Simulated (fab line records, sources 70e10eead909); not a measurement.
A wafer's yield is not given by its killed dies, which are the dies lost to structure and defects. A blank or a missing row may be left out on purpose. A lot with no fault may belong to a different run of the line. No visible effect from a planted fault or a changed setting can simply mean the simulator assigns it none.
fab line records | flow nandHarc
record lots=13 wafers=38 lastDay=33
route steps=1302 shown A_ONON_D1@443 A_CHANNEL_HOLE_D1@459 END@1302
lots untouched by any fault: they come from a run of this same line in which no faults occurred
startH: the number of hours between the record's first day and the start of the first shown wafer of the lot | waitH: hours from the lot's prior step to this one | " the same as in the row above | L1.1+2: a single row standing in for several wafers | - either no value or no given start | * or withheld: withheld | < > ~ a bound
route shown NAME@n: NAME is a module with steps in the file, n the number in the route of the first one | usual: mean and standard deviation over wafers with no fault | same: alike in all rows | chamber/n: place in a boat | sites: per-site readings | _std_site: the values' standard deviation | _edge_site: mean of outer sites minus mean of inner sites | radiusMm: for every site, how far away it sits from the centre of the wafer | mask NAME#n: copy n | behind: the tool/chamber that last shaped the wafer | hold: why the lot went on hold/how many hours it stayed there/how the hold came to an end | device: which transistor (n, p or np) failed to switch | end of line: tests of these same wafers at the route's end | step lacking rows: just its recipe | killed: at the first sort, the dies lost to defects and structure; wafer yield is something else | map: the dies of a wafer, with x for killed, . for not killed, _ for no die there
set.NAME: the run value of the setting; set.NAME@STEP: its run value at that earlier step | model.NAME: the simulator's own value behind a step, which no gauge read
route steps across a sampled set of lots; one table per step, one row per wafer
services: from which hour (startH, from the record's first day; less than 0 if before it) a tool's chamber was out of use, for how many hours, and why
## steps
# step NHARC_A_ONON_D1_THK_MEAS_27
# recipe thkMeasGauge=ellipsometry
# usual thkNm=1003/12
# columns lot.wafer tool chamber startH waitH thkNm
L752.2 filmMetro-01 - 184.17 - 1018
L752.3 " - " " 1020
L752.4 " - " " 1018
L753.1 filmMetro-01 - 193.85 - 1011
L753.2 " - " " 1013
L753.5 " - " " 1013
L755.2 filmMetro-01 - 217.45 - 996
L755.3 " - " " 996
L755.6 " - " " 996
L757.3 filmMetro-02 - 241.07 - 1017
L757.5 " - " " 1018
L757.6 " - " " 1019
L759.1 filmMetro-01 - 255.09 - 1001
L759.3 " - " " 999
L759.5 " - " " 999
L760.1 filmMetro-01 - 261.73 - 1009
L760.2 " - " " 1008
L760.5 " - " " 1008
L763.2 filmMetro-01 - 296.02 - 1012
L763.3 " - " " 1012
L763.6 " - " " 1014
L765.4 filmMetro-01 - 319.17 - 1005
L765.5 " - " " 1003
L765.6 " - " " 1004
L764.4 filmMetro-01 - 319.27 - 1026
L764.6 " - " " 1027
L766.1 filmMetro-01 - 319.46 - 999
L766.3 " - " " 995
L766.4 " - " " 997
L771.1 filmMetro-02 - 373.70 - 1009
L771.3 " - " " 1008
L771.6 " - " " 1008
L772.1 filmMetro-01 - 383.06 - 1015
L772.4 " - " " 1015
L772.5 " - " " 1015
L774.2 filmMetro-02 - 406.77 - 995
L774.4 " - " " 996
L774.5 " - " " 995
# step NHARC_A_ONON_D1_DEP_33
# recipe targetThkA=2000 tempC=400 pressureTorr=6.5 rfW=900 teosFlowSccm=161.4 flowSccm=2650 targetThkNm=200 gas=O2 material=SiO2
# usual chamberPressureTorr=6.501/0.013 heaterPowerW=539/86 throttleValvePct=15.7/0.58
# columns lot.wafer tool chamber startH waitH chamberPressureTorr heaterPowerW throttleValvePct
L752.3 pecvd-04 1 184.79 0.1 6.498 469 16.0
L752.2 " 2 " " 6.496 454 16.2
L752.4 " 0 " " 6.510 637 15.9
L753.1 pecvd-04 0 194.47 0.1 6.506 596 16.0
L753.2 " 2 " " 6.498 342 16.0
L753.5 " 1 " " 6.505 377 15.8
L755.2 pecvd-01 1 218.07 0.1 6.470 525 16.4
L755.3 " 2 " " 6.502 451 15.7
L755.6 " 2 " " 6.517 451 15.5
L757.3 pecvd-01 0 241.80 0.2 6.497 431 15.6
L757.5 " 1 " " 6.519 584 16.5
L757.6 " 0 " " 6.519 427 16.0
L759.3 pecvd-03 2 255.71 0.1 6.477 557 14.8
L759.1 " 0 " " 6.493 673 16.0
L759.5 " 2 " " 6.478 564 14.7
L760.1 pecvd-04 1 262.40 0.1 6.508 440 16.0
L760.2 " 2 " " 6.506 440 16.2
L760.5 " 1 " " 6.518 462 16.1
L763.3 pecvd-03 0 296.69 0.1 6.496 642 16.1
L763.2 " 1 " " 6.501 604 15.8
L763.6 " 1 " " 6.505 635 15.6
L765.5 pecvd-03 2 319.93 0.2 6.501 486 14.8
L765.6 " 0 " " 6.501 648 16.3
L765.4 " 1 " " 6.485 573 15.6
L764.4 pecvd-04 2 320.07 0.2 6.495 482 16.3
L764.6 " 0 " " 6.482 608 15.6
L766.1 pecvd-03 1 320.08 0.1 6.478 682 15.5
L766.3 " 2 " " 6.524 473 14.7
L766.4 " 1 " " 6.491 687 15.6
L771.1 pecvd-01 0 374.37 0.1 6.508 403 15.9
L771.3 " 1 " " 6.513 590 16.1
L771.6 " 1 " " 6.493 606 16.6
L772.1 pecvd-03 1 383.88 0.3 6.471 610 15.3
L772.4 " 1 " " 6.495 618 15.2
L772.5 " 2 " " 6.501 531 14.5
L774.2 pecvd-03 0 407.48 0.1 6.501 548 16.3
L774.4 " 2 " " 6.496 535 14.7
L774.5 " 0 " " 6.499 567 16.2
# step NHARC_A_ONON_D1_THK_MEAS_34
# recipe thkMeasGauge=ellipsometry
# usual thkNm=199.7/3
# columns lot.wafer tool chamber startH waitH thkNm
L752.2 filmMetro-01 - 185.20 - 195.5
L752.3 " - " " 194.1
L752.4 " - " " 203.0
L753.1 filmMetro-01 - 194.88 - 196.5
L753.2 " - " " 196.7
L753.5 " - " " 197.6
L755.2 filmMetro-02 - 218.49 - 196.6
L755.3 " - " " 193.6
L755.6 " - " " 200.0
L757.3 filmMetro-01 - 242.13 - 198.1
L757.5 " - " " 201.6
L757.6 " - " " 204.5
L759.1 filmMetro-01 - 256.13 - 199.9
L759.3 " - " " 198.2
L759.5 " - " " 200.8
L760.1 filmMetro-01 - 262.79 - 197.8
L760.2 " - " " 200.0
L760.5 " - " " 200.4
L763.2 filmMetro-01 - 297.06 - 197.6
L763.3 " - " " 200.5
L763.6 " - " " 200.8
L765.4 filmMetro-01 - 320.21 - 199.3
L765.5 " - " " 197.8
L765.6 " - " " 201.0
L764.4 filmMetro-02 - 320.31 - 202.6
L764.6 " - " " 204.3
L766.1 filmMetro-02 - 320.50 - 195.3
L766.3 " - " " 195.0
L766.4 " - " " 197.1
L771.1 filmMetro-01 - 374.74 - 201.9
L771.3 " - " " 202.5
L771.6 " - " " 202.7
L772.1 filmMetro-01 - 384.30 - 201.4
L772.4 " - " " 201.7
L772.5 " - " " 201.7
L774.2 filmMetro-01 - 407.81 - 194.4
L774.4 " - " " 202.5
L774.5 " - " " 198.2
# step NHARC_A_CHANNEL_HOLE_D1_EXPOSE_07
# recipe na=1.35 targetCdNm=100 sigmaOuter=0.3 doseMj=59.65 maskId=HOLE_D1
# usual stageVelMmS=500.07/0.29
# columns lot.wafer tool chamber startH waitH mask stageVelMmS
L752.2 arfiScanner-03 0 188.29 - HOLE_D1#0 499.93
L752.3 " 0 " " HOLE_D1#0 499.93
L752.4 " 0 " " HOLE_D1#0 499.71
L753.1 arfiScanner-01 0 199.79 - HOLE_D1#0 500.01
L753.2 " 0 " " HOLE_D1#0 500.16
L753.5 " 0 " " HOLE_D1#0 500.17
L755.2 arfiScanner-03 0 222.48 - HOLE_D1#0 500.60
L755.3 " 0 " " HOLE_D1#0 500.23
L755.6 " 0 " " HOLE_D1#0 499.91
L757.3 arfiScanner-02 0 245.06 - HOLE_D1#0 500.40
L757.5 " 0 " " HOLE_D1#0 500.28
L757.6 " 0 " " HOLE_D1#0 500.27
L759.1 arfiScanner-02 0 265.11 - HOLE_D1#0 500.30
L759.3 " 0 " " HOLE_D1#0 500.40
L759.5 " 0 " " HOLE_D1#0 500.39
L760.1 arfiScanner-01 0 267.72 - HOLE_D1#0 500.01
L760.2 " 0 " " HOLE_D1#0 500.09
L760.5 " 0 " " HOLE_D1#0 500.21
L763.2 arfiScanner-01 0 301.25 - HOLE_D1#0 500.13
L763.3 " 0 " " HOLE_D1#0 499.87
L763.6 " 0 " " HOLE_D1#0 499.84
L765.4 arfiScanner-02 0 322.86 - HOLE_D1#0 499.97
L765.5 " 0 " " HOLE_D1#0 500.17
L765.6 " 0 " " HOLE_D1#0 500.02
L764.4 arfiScanner-01 0 323.04 - HOLE_D1#0 499.61
L764.6 " 0 " " HOLE_D1#0 499.77
L766.1 arfiScanner-01 0 324.73 - HOLE_D1#0 500.14
L766.3 " 0 " " HOLE_D1#0 499.92
L766.4 " 0 " " HOLE_D1#0 499.75
L771.1 arfiScanner-01 0 379.67 - HOLE_D1#0 500.46
L771.3 " 0 " " HOLE_D1#0 500.33
L771.6 " 0 " " HOLE_D1#0 500.61
L772.1 arfiScanner-01 0 388.10 - HOLE_D1#0 499.97
L772.4 " 0 " " HOLE_D1#0 500.21
L772.5 " 0 " " HOLE_D1#0 500.26
L774.2 arfiScanner-03 0 413.47 - HOLE_D1#0 500.16
L774.4 " 0 " " HOLE_D1#0 500.29
L774.5 " 0 " " HOLE_D1#0 499.90
# step NHARC_A_CHANNEL_HOLE_D1_CD_MEAS_10
# recipe targetCdNm=100 landingEnergyEv=500
# usual cdNm=100.0/0.59
# columns lot.wafer tool chamber startH waitH cdNm
L752.2 cdSem-01 0 188.43 - 100.2
L752.3 " 0 " " 100.3
L752.4 " 0 " " 100.4
L753.1 cdSem-03 0 199.93 - 99.0
L753.2 " 0 " " 99.1
L753.5 " 0 " " 99.1
L755.2 cdSem-01 0 222.62 - 100.4
L755.3 " 0 " " 100.0
L755.6 " 0 " " 100.1
L757.3 cdSem-02 0 245.19 - 100.2
L757.5 " 0 " " 100.2
L757.6 " 0 " " 100.5
L759.1 cdSem-03 0 265.25 - 99.7
L759.3 " 0 " " 99.9
L759.5 " 0 " " 99.2
L760.1 cdSem-02 0 267.86 - 100.8
L760.2 " 0 " " 101.1
L760.5 " 0 " " 100.5
L763.2 cdSem-03 0 301.38 - 99.0
L763.3 " 0 " " 102.0
L763.6 " 0 " " 102.0
L765.4 cdSem-01 0 323.00 - 100.2
L765.5 " 0 " " 99.5
L765.6 " 0 " " 100.6
L764.4 cdSem-02 0 323.17 - 99.6
L764.6 " 0 " " 102.0
L766.1 cdSem-02 0 324.87 - 101.1
L766.3 " 0 " " 102.8
L766.4 " 0 " " 100.1
L771.1 cdSem-02 0 379.81 - 100.5
L771.3 " 0 " " 99.5
L771.6 " 0 " " 99.5
L772.1 cdSem-02 0 388.24 - 100.3
L772.4 " 0 " " 100.5
L772.5 " 0 " " 100.6
L774.2 cdSem-03 0 413.60 - 99.3
L774.4 " 0 " " 100.1
L774.5 " 0 " " 100.9
# step NHARC_END_SORT_01
# recipe tempC=25
# usual killedAtArray=55/20 killedAtOther=0.7/0.96 killedAtPeriphery=4.1/2.4 killedDies=60/20 killedOpen=3.3/1.9 killedShort=2.8/1.6
# same grossDies=677
# columns lot.wafer tool chamber startH waitH killedAtArray killedAtOther killedAtPeriphery killedDies killedOpen killedShort
L764.4 prober-01 0 700.32 3.4 45 1 6 52 2 3
# killed by level:class
L764.4 A_SLIT:chamberFilmFlake=27 A_STAIRCASE:chamberFilmFlake=6 A_CHANNEL_HOLE_D1:chamberFilmFlake=4 A_WL_FILL:chamberFilmFlake=3 P_M0:geometricParticle:open=2 P_M0:geometricParticle:short=1 A_ONON_D2:geometricParticle:short=1 A_WL_FILL:geometricParticle:short=1
## services
# columns tool chamber startH hours kind
pecvd-03 - 185.02 13.0 pm
arfiScanner-03 - 189.03 3.4 repair
arfiScanner-02 - 194.71 0.9 repair
arfiScanner-03 - 196.00 4.0 pm
pecvd-01 - 202.01 5.5 repair
arfiScanner-01 - 218.81 1.1 repair
arfiScanner-03 - 237.16 8.0 repair
arfiScanner-02 - 237.43 0.5 repair
arfiScanner-01 - 239.28 5.3 repair
pecvd-03 - 243.28 0.3 repair
arfiScanner-02 - 246.41 4.1 repair
arfiScanner-01 - 252.00 4.0 pm
pecvd-01 2 267.80 19.9 repair
pecvd-04 - 269.51 13.0 pm
arfiScanner-01 - 298.98 0.2 repair
pecvd-01 - 311.08 13.0 pm
arfiScanner-02 - 312.00 4.0 pm
arfiScanner-01 - 318.34 0.5 repair
arfiScanner-01 - 327.73 2.8 repair
arfiScanner-03 - 328.15 0.5 repair
arfiScanner-03 - 329.98 4.9 repair
pecvd-01 0 348.03 4.4 repair
arfiScanner-01 - 360.14 1.0 repair
pecvd-03 - 366.02 13.0 pm
## key
firstSign step=NHARC_A_CHANNEL_HOLE_D1_CD_MEAS_10 reading=cdNm direction=up sigmas=3.8 usual=100.0 struck=102.2
effect none on later readings
metAt NHARC_A_CHANNEL_HOLE_D1_EXPOSE_07
struckLots L763,L764,L766
struckWafers L763.3,L763.6,L764.6,L766.3
testerLeftOut L763,L764,L766
notActingAt NHARC_A_ONON_D1_THK_MEAS_27,NHARC_A_ONON_D1_DEP_33,NHARC_A_ONON_D1_THK_MEAS_34
onsetBetween 267.72 301.25
fault kind=processParameterDrift tool=arfiScanner-01 chamber=- onsetH=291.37 steps=NHARC_A_CHANNEL_HOLE_D1_EXPOSE_07 channel=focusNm offset=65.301 shape=step endH=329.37 scope=struckWafersOnly
# testerLeftOut: of these lots the tester's yield and bins aren't shown, on N5 and GAA mostly nor the transistor test; their killed dies are dies lost to structure and defects alone, not to doping, threshold or leakage, so they don't give the yield
